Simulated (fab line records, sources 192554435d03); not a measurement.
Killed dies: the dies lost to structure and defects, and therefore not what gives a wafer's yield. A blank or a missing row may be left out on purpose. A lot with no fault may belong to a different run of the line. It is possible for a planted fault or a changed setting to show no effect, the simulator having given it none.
Split-lot study || flow n5_finfet || 21 wafers read across 7 lots, on a route 1938 steps long

## ABOUT THE SPLIT
At N5_BEOL_M3_TRENCH_ETCH_37 (etches SiOC in C4F6/O2, target depth 55.555 nm, time 29.2 s), the setting source_w was moved away from the recipe's 355 W on 8 of the 21 wafers read, by -15.4% to +9.5%. For the rest of the wafers, this setting stayed at what the recipe calls for.

## FROM THE SPLIT TO THE READING: what the file shows between them, 2 steps
- N5_BEOL_M3_ETCH_41: etches SiCN in CH3F/O2, target depth 29.9 nm, time 52.5 s
- N5_BEOL_M3_STRIP_97: strips in N2/H2, time 10 s

## THE READING
trench_depth_nm, in nm, at N5_BEOL_M3_OCD_MEAS_38. Typical for fault-free wafers on this fab line: 55.4 nm, with standard deviation 1 nm.

{"wafer": "L080.1", "tool, chamber at the split": "rie_diel-02, 3", "source_w as run, W": 355, "against the recipe": "recipe", "trench_depth_nm, nm": 55.0, "against lot-mates on the recipe": "-"}
{"wafer": "L080.4", "tool, chamber at the split": "rie_diel-02, 0", "source_w as run, W": 379, "against the recipe": "+6.8%", "trench_depth_nm, nm": 56.4, "against lot-mates on the recipe": "+1.4"}
{"wafer": "L080.5", "tool, chamber at the split": "rie_diel-02, 3", "source_w as run, W": 379, "against the recipe": "+6.8%", "trench_depth_nm, nm": 57.0, "against lot-mates on the recipe": "+2.0"}
{"wafer": "L083.3", "tool, chamber at the split": "rie_diel-02, 0", "source_w as run, W": 355, "against the recipe": "recipe", "trench_depth_nm, nm": 56.1, "against lot-mates on the recipe": "-"}
{"wafer": "L083.4", "tool, chamber at the split": "rie_diel-02, 1", "source_w as run, W": 355, "against the recipe": "recipe", "trench_depth_nm, nm": 55.7, "against lot-mates on the recipe": "-"}
{"wafer": "L083.6", "tool, chamber at the split": "rie_diel-02, 3", "source_w as run, W": 335.4, "against the recipe": "-5.5%", "trench_depth_nm, nm": 54.9, "against lot-mates on the recipe": -1.0}
{"wafer": "L087.2", "tool, chamber at the split": "rie_diel-01, 0", "source_w as run, W": 355, "against the recipe": "recipe", "trench_depth_nm, nm": 57.4, "against lot-mates on the recipe": "-"}
{"wafer": "L087.3", "tool, chamber at the split": "rie_diel-01, 1", "source_w as run, W": 355, "against the recipe": "recipe", "trench_depth_nm, nm": 56.8, "against lot-mates on the recipe": "-"}
{"wafer": "L087.5", "tool, chamber at the split": "rie_diel-01, 1", "source_w as run, W": 355, "against the recipe": "recipe", "trench_depth_nm, nm": 55.7, "against lot-mates on the recipe": "-"}
{"wafer": "L091.2", "tool, chamber at the split": "rie_diel-01, 2", "source_w as run, W": 355, "against the recipe": "recipe", "trench_depth_nm, nm": 55.1, "against lot-mates on the recipe": "-"}
{"wafer": "L091.5", "tool, chamber at the split": "rie_diel-01, 2", "source_w as run, W": 320.9, "against the recipe": "-9.6%", "trench_depth_nm, nm": 52.9, "against lot-mates on the recipe": -2.2}
{"wafer": "L091.6", "tool, chamber at the split": "rie_diel-01, 3", "source_w as run, W": 320.9, "against the recipe": "-9.6%", "trench_depth_nm, nm": 53.4, "against lot-mates on the recipe": -1.7}
{"wafer": "L095.3", "tool, chamber at the split": "rie_diel-01, 3", "source_w as run, W": 355, "against the recipe": "recipe", "trench_depth_nm, nm": 56.0, "against lot-mates on the recipe": "-"}
{"wafer": "L095.4", "tool, chamber at the split": "rie_diel-01, 2", "source_w as run, W": 355, "against the recipe": "recipe", "trench_depth_nm, nm": 54.9, "against lot-mates on the recipe": "-"}
{"wafer": "L095.5", "tool, chamber at the split": "rie_diel-01, 3", "source_w as run, W": 355, "against the recipe": "recipe", "trench_depth_nm, nm": 55.6, "against lot-mates on the recipe": "-"}
{"wafer": "L096.1", "tool, chamber at the split": "rie_diel-03, 0", "source_w as run, W": 355, "against the recipe": "recipe", "trench_depth_nm, nm": 53.6, "against lot-mates on the recipe": "-"}
{"wafer": "L096.3", "tool, chamber at the split": "rie_diel-03, 2", "source_w as run, W": 355, "against the recipe": "recipe", "trench_depth_nm, nm": 54.6, "against lot-mates on the recipe": "-"}
{"wafer": "L096.6", "tool, chamber at the split": "rie_diel-03, 3", "source_w as run, W": 388.8, "against the recipe": "+9.5%", "trench_depth_nm, nm": 56.2, "against lot-mates on the recipe": "+2.1"}
{"wafer": "L097.4", "tool, chamber at the split": "rie_diel-03, 1", "source_w as run, W": 355, "against the recipe": "recipe", "trench_depth_nm, nm": 54.2, "against lot-mates on the recipe": "-"}
{"wafer": "L097.5", "tool, chamber at the split": "rie_diel-03, 2", "source_w as run, W": 300.2, "against the recipe": "-15.4%", "trench_depth_nm, nm": 51.6, "against lot-mates on the recipe": -2.6}
{"wafer": "L097.6", "tool, chamber at the split": "rie_diel-03, 3", "source_w as run, W": 300.2, "against the recipe": "-15.4%", "trench_depth_nm, nm": 51.9, "against lot-mates on the recipe": -2.3}

THE FIT
A straight line over all 21 wafers: trench_depth_nm changes by +0.208 nm for each +1% of source_w; r = +0.83; the points scatter about the line by 0.9 nm.
The same after taking each lot's own level away (the mean of its wafers on the recipe; 21 wafers): +0.188 nm for each +1%; r = +0.94; scatter 0.45 nm.
According to that fit, moving source_w by its largest amount changes the reading by 2.9 nm.
The lots' own levels span 54.10 to 56.63 nm, that is 2.5 times the standard deviation above.
Hence the slope depends on the lot-to-lot level, as the two fits are not the same.
Check: for one of the wafers moved furthest among these (-15.4%), held out of the fit, the line's prediction against its lot-mates is -2.9 nm. It came out at -2.6 nm against them.

## THE WHOLE CHAIN: every reading that the file lists as answering this split, in the file's order
{"step": "N5_BEOL_M3_TRENCH_ETCH_37", "what it does": "etches SiOC in C4F6/O2, target depth 55.555 nm, time 29.2 s", "reading": "BEOL_M3.feature_depth_nm (the simulator's own value, which no gauge read)", "change (the file's fit)": "+0.185 nm for each +1% of the setting", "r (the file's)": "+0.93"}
{"step": "N5_BEOL_M3_TRENCH_ETCH_37", "what it does": "etches SiOC in C4F6/O2, target depth 55.555 nm, time 29.2 s", "reading": "etch.depth_nm (the simulator's own value, which no gauge read)", "change (the file's fit)": "+0.187 nm for each +1% of the setting", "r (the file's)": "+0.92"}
{"step": "N5_BEOL_M3_OCD_MEAS_38", "what it does": "", "reading": "trench_depth_nm", "change (the file's fit)": "+0.187 nm for each +1% of the setting", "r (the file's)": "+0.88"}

## THE FILE'S OWN FIT
trench_depth_nm changes by +0.187 nm for each +1% of source_w, r = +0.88.
